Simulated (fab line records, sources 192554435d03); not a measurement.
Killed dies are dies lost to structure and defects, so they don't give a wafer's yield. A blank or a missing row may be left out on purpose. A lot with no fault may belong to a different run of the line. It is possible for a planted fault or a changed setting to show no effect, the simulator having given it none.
Comparing a struck lot with a sound one / flow n5 finfet / 34 steps out of a route of 1938
Sound: the wafers L639.1, L639.4, L639.6. Struck: wafers L646.1, L646.4, L646.6. At the end, the cause is stated.
At each step with rows: each side's tool, then ch and its chambers, then its first start. Under that, the readings that differ: sound wafers / struck wafers / difference of the means / sigmas: that difference in standard deviations of wafers without a fault.
alike: readings with means less than 2 such deviations apart, plus words and numbers identical on both sides. not compared: withheld readings, readings lacking a value on some wafer, bounds such as >300 that could conceal the same value, and numbers that have no deviation in the record and whose values overlap.
The two part at a step that has a row with sigmas, a row that says differs or no value, or rows on one side only. When numbers do not overlap yet have no deviation, they are printed without sigmas and do not part them. A reading missing from all wafers of one side parts the sides only when that side holds two or more wafers.

first, 10 steps without rows for these wafers: N5_BEOL_M7_HM_STRIP_39 (strips TiN in peroxide tin strip, target depth 25 nm, time 158 s); N5_BEOL_M7_SRD_40 (time 30 s); N5_BEOL_M7_PRECLEAN_42 (cleans in residue remover, time 60 s); N5_BEOL_M7_SRD_43 (time 30 s); N5_BEOL_M7_CURE_75 (cures SiCOH lowk, time 120 s); N5_BEOL_M7_DEGAS_44 (time 60 s); N5_BEOL_M7_PRE_CLEAN_45 (time 30 s); N5_BEOL_M7_ALD_77 (deposits TaN, target thk 2 nm, pulse time 2 s, purge time 3 s); N5_BEOL_M7_SURFACE_TREAT_79; N5_BEOL_M7_CVD_78 (deposits Co from CCTBA/H2, target thk 2 nm, time 142.3 s).
N5_BEOL_M7_SPUTTER_48: material Cu, target thk 10 nm, time 1.667 s.
  sound on pvd sputter-03, day 11 08:53; struck on pvd sputter-03, day 12 14:58
  alike: throttle valve pct
then, 22 steps without rows for these wafers: N5_BEOL_M7_ECD_50 (material Cu, target thk 300 nm); N5_BEOL_M7_ANNEAL_51 (time 90 s); N5_BEOL_M7_CMP_52 (polishes, stops on SiCOH lowk, t overpolish 6.9 s, target thk 80 nm); N5_BEOL_M7_PRE_CLEAN_55 (time 15 s); N5_BEOL_M7_DEP_56 (deposits SiCN from 3MS/NH3, target thk 10 nm, time 17.5 s); N5_BEOL_M8_ILD_DEP_00 (deposits SiCOH lowk from DEMS/porogen, target thk 179.75 nm, time 33.4 s); N5_BEOL_M8_CURE_74 (cures SiCOH lowk, time 240 s); N5_BEOL_M8_PECVD_70 (deposits SiO2 from TEOS/O2, target thk 20 nm, time 22.7 s); N5_BEOL_M8_HM_DEP_02 (deposits TiN, target thk 20 nm); N5_BEOL_M8_COAT_59 (time 60 s, resist thk 100 nm); N5_BEOL_M8_COAT_60 (time 60 s, resist thk 35 nm); N5_BEOL_M8_COAT_05 (resist thk 90 nm); N5_BEOL_M8_EBR_07; N5_BEOL_M8_SOFTBAKE_06 (time 60 s); N5_BEOL_M8_EXPOSE_08 (exposes mask M8); N5_BEOL_M8_PEB_09 (peb time 60 s); N5_BEOL_M8_DEVELOP_10 (develop time 30 s); N5_BEOL_M8_DESCUM_16 (chemistry O2, time 7.9 s); N5_BEOL_M8_ETCH_61 (etches SiARC in CF4, target depth 45.5 nm, time 75.8 s); N5_BEOL_M8_ETCH_62 (etches SOC in N2/H2, target depth 110 nm, overetch 22 nm, time 165 s); N5_BEOL_M8_STRIP_68 (strips in N2/H2); N5_BEOL_M8_STRIP_67 (strips in CF4).
-- here the record skips 4 days between the struck wafers' starts before and after, leaving off in module BEOL_M8 and picking up in module PASSIVATION (first step shown: number 1936 of the route) --
N5_PASSIVATION_PROBE_49:
  the record has rows for the struck wafers here (prober-01, day 16 07:57) and none for the sound ones

## WHERE THEY PART
Only at N5_PASSIVATION_PROBE_49, as far as this record shows.

WHY: the cause the simulator had injected
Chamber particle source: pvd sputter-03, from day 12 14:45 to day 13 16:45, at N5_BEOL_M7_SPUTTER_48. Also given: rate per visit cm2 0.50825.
